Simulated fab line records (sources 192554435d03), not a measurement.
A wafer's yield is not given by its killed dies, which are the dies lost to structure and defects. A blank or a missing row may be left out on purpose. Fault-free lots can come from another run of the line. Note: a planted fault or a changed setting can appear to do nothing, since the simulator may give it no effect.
Split-lot study | flow n5Finfet | 39 wafers read across 7 lots, on a route 1938 steps long

== SPLIT DETAILS ==
At N5_FIN_SAQP_SPACER2_ALD_28 (deposits SiO2, target thk 8.1 nm, pulse time 1 s, purge time 2 s), the setting targetThkA was moved away from the recipe's 81 angstrom on 18 of the 39 wafers read, by -10.9% to +13.8%. For the rest of the wafers, this setting stayed at what the recipe calls for.

== FROM THE SPLIT TO THE READING: what the file shows between them, 9 steps ==
- N5_FIN_SAQP_SPACER2_ETCHBACK_29: etches SiO2 in CHF3/O2, target depth 12.2 nm, time 6.1 s
- N5_FIN_SAQP_MANDREL2_REMOVE_60: chemistry HBr/Cl2/O2, target a-Si, stops on SiNx, bt time 10 s
- N5_FIN_SAQP_CD_MEAS_31: target cd 8 nm
- N5_FIN_SAQP_HM_OPEN_33: chemistry CH3F/O2, target SiNx, target depth 49.4 nm, time 70.6 s
- N5_FIN_SAQP_ETCH_34: etches SiO2 in C4F6/O2, target depth 45 nm, time 15 s
- N5_FIN_SAQP_STRIP_77: strips in N2/H2, time 90 s
- N5_FIN_SAQP_HM_CD_35: target cd 8 nm
- N5_FIN_SAQP_ETCH_64: etches SiO2 in CF4, target depth 1.5 nm
- N5_FIN_SAQP_FIN_ETCH_36: etches the open film in HBr/Cl2/O2, target depth 120 nm, time 50.4 s

== THE READING ==
cdNm (nm) at N5_FIN_SAQP_CD_MEAS_37, where the cd target is 8 nm. Fault-free wafers of this fab line usually give 8.09 nm, standard deviation 0.29 nm.

wafer  | tool, chamber at the split | targetThkA as run, angstrom | against the recipe | cdNm, nm | against lot-mates on the recipe
L075.2 | aldSin-03, 3,1             | 81                          | recipe             | 8.13     | -
L075.3 | aldSin-03, 0               | 81                          | recipe             | 8.57     | -
L075.6 | aldSin-03, 3,1             | 81                          | recipe             | 8.39     | -
L077.1 | aldSin-04, 0,3,2           | 72.14                       | -10.9%             | 7.36     | -0.52
L077.2 | aldSin-04, 2               | 81                          | recipe             | 7.70     | -
L077.3 | aldSin-04, 3,1             | 81                          | recipe             | 8.10     | -
L077.4 | aldSin-04, 3,1             | 81                          | recipe             | 7.83     | -
L077.5 | aldSin-04, 0,3,2           | 72.14                       | -10.9%             | 6.72     | -1.16
L077.6 | aldSin-04, 0,3,2           | 72.14                       | -10.9%             | 7.30     | -0.58
L080.1 | aldSin-01, 3,1,2           | 75.27                       | -7.1%              | 7.29     | -0.67
L080.2 | aldSin-01, 0               | 81                          | recipe             | 7.75     | -
L080.3 | aldSin-01, 2,1             | 81                          | recipe             | 8.47     | -
L080.4 | aldSin-01, 3,1,2           | 75.27                       | -7.1%              | 7.52     | -0.44
L080.5 | aldSin-01, 2,1             | 81                          | recipe             | 7.66     | -
L080.6 | aldSin-01, 3,1,2           | 75.27                       | -7.1%              | 7.84     | -0.12
L082.1 | aldSin-04, 0               | 90.71                       | +12.0%             | 8.83     | +0.86
L082.2 | aldSin-04, 1,3,2           | 81                          | recipe             | 7.68     | -
L082.3 | aldSin-04, 1,3,2           | 81                          | recipe             | 7.81     | -
L082.4 | aldSin-04, 1,3,2           | 81                          | recipe             | 8.42     | -
L082.5 | aldSin-04, 1,0             | 90.71                       | +12.0%             | 9.12     | +1.15
L082.6 | aldSin-04, 1,0             | 90.71                       | +12.0%             | 8.68     | +0.71
L084.1 | aldSin-03, 0,3,1           | 81                          | recipe             | 8.23     | -
L084.2 | aldSin-03, 0,3,1           | 81                          | recipe             | 7.64     | -
L084.3 | aldSin-03, 2               | 91.14                       | +12.5%             | 9.41     | +1.54
L084.4 | aldSin-03, 0,3,1           | 81                          | recipe             | 7.75     | -
L084.5 | aldSin-03, 1               | 91.14                       | +12.5%             | 9.26     | +1.39
L084.6 | aldSin-03, 2               | 91.14                       | +12.5%             | 8.79     | +0.92
L088.1 | aldSin-03, 3,2             | 74.87                       | -7.6%              | 7.52     | -0.35
L088.2 | aldSin-03, 1               | 74.87                       | -7.6%              | 7.33     | -0.54
L088.3 | aldSin-03, 3,2             | 74.87                       | -7.6%              | 7.59     | -0.28
L088.4 | aldSin-03, 0,0,3           | 81                          | recipe             | 7.78     | -
L088.5 | aldSin-03, 0,0,3           | 81                          | recipe             | 8.16     | -
L088.6 | aldSin-03, 0,0,3           | 81                          | recipe             | 7.67     | -
L097.1 | aldSin-04, 2,1,2           | 81                          | recipe             | 7.72     | -
L097.2 | aldSin-04, 0,1             | 92.21                       | +13.8%             | 9.34     | +1.32
L097.3 | aldSin-04, 2,1,2           | 81                          | recipe             | 8.19     | -
L097.4 | aldSin-04, 3               | 92.21                       | +13.8%             | 9.26     | +1.24
L097.5 | aldSin-04, 0,1             | 92.21                       | +13.8%             | 9.38     | +1.36
L097.6 | aldSin-04, 2,1,2           | 81                          | recipe             | 8.16     | -
The file does not say which wafer passed through which chamber wherever a row lists several chambers: such a row stands for several wafers.

FIT RESULTS
A straight line over all 39 wafers: cdNm changes by +0.0829 nm for each +1% of targetThkA; r = +0.91; the points scatter about the line by 0.28 nm.
The same after taking each lot's own level away (the mean of its wafers on the recipe; 39 wafers): +0.0808 nm for each +1%; r = +0.92; scatter 0.26 nm.
That fit puts the effect of the largest move of targetThkA on the reading at 1.1 nm.
The lots' own levels span 7.870 to 8.363 nm, that is 1.7 times the standard deviation above.
The two slopes agree, so the slope changes little with the lot-to-lot level.
Check: for one of the wafers moved furthest among these (+13.8%), held out of the fit, the line's prediction against its lot-mates is +1.17 nm. Against them it came out at +1.32 nm.

== THE WHOLE CHAIN: every reading that the file lists as answering this split, in the file's order ==
step                           | what it does                                                      | reading                                                                                | change (the file's fit)                | r (the file's)
N5_FIN_SAQP_SPACER2_ALD_28     | deposits SiO2, target thk 8.1 nm, pulse time 1 s, purge time 2 s  | SiO2_of_FIN_SAQP_SPACER2_ALD_28.thkNm (the simulator's own value, which no gauge read) | +0.0791 nm for each +1% of the setting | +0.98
N5_FIN_SAQP_MANDREL2_REMOVE_60 | chemistry HBr/Cl2/O2, target a-Si, stops on SiNx, bt time 10 s    | FIN_SAQP.cdNm (the simulator's own value, which no gauge read)                         | +0.0838 nm for each +1% of the setting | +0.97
N5_FIN_SAQP_CD_MEAS_31         | target cd 8 nm                                                    | cdNm                                                                                   | +0.0863 nm for each +1% of the setting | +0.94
N5_FIN_SAQP_HM_OPEN_33         | chemistry CH3F/O2, target SiNx, target depth 49.4 nm, time 70.6 s | FIN_SAQP.cdNm (the simulator's own value, which no gauge read)                         | +0.0827 nm for each +1% of the setting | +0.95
N5_FIN_SAQP_ETCH_34            | etches SiO2 in C4F6/O2, target depth 45 nm, time 15 s             | FIN_SAQP.cdNm (the simulator's own value, which no gauge read)                         | +0.0866 nm for each +1% of the setting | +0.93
N5_FIN_SAQP_HM_CD_35           | target cd 8 nm                                                    | cdNm                                                                                   | +0.0876 nm for each +1% of the setting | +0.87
N5_FIN_SAQP_CD_MEAS_37         | target cd 8 nm                                                    | cdNm                                                                                   | +0.0823 nm for each +1% of the setting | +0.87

== FILE'S OWN FIT ==
cdNm changes by +0.0823 nm for each +1% of targetThkA, r = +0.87.
